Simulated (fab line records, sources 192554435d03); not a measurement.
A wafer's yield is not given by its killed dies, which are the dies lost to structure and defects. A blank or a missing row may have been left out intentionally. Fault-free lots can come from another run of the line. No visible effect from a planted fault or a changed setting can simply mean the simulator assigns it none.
Matching of chambers ; flow n5-finfet ; N5_BEOL_M0_SAQP_PECVD_03 on pecvd-04: 3 sister chambers
The step deposits SiCN from 3MS/NH3, target thk 12 nm, time 21.1 s. 6 wafers are shown with their chamber, then 7 later ones without.

WAFERS WITH THEIR CHAMBER
wafer;chamber;showerhead-plenum-p-Torr (Torr);throttle-valve-pct (%)
L078.2;2;3.646;8.8
L082.1;1;3.687;8.9
L082.4;1;3.702;8.8
L082.5;0;3.653;9.8
L084.1;2;3.650;8.6
L084.2;0;3.657;10.0

WAFERS WHOSE CHAMBER IS MISSING
wafer;showerhead-plenum-p-Torr (Torr);throttle-valve-pct (%)
L084.5;3.652;8.8
L089.2;3.655;10.0
L089.4;3.649;10.2
L089.6;3.677;9.0
L093.2;3.692;8.8
L093.3;3.648;10.0
L093.5;3.655;10.1

WHICH CHAMBER EACH WENT THROUGH
wafer;from the rows above;in truth
L084.5;2;2
L089.2;0;0
L089.4;0;0
L089.6;1;1
L093.2;1;1
L093.3;0;0
L093.5;0;0
Correctly placed: 7 of 7. Left unplaced by these rows: 0. Wrongly placed: 0.
How it was worked out, from the rows above alone: a wafer's distance from a chamber is the root of the sum, over the readings, of the square of ((its reading less the chamber's mean) divided by the reading's scatter). The wafer belongs to the nearest chamber; if the next one is less than 2 further off, it can't be placed. For every chamber, the mean is computed from those of its wafers that are shown. How the scatter is found: for the shown wafers, subtract from each reading the mean of its chamber, square and add these, divide the total by (wafers less chambers), then take the root.
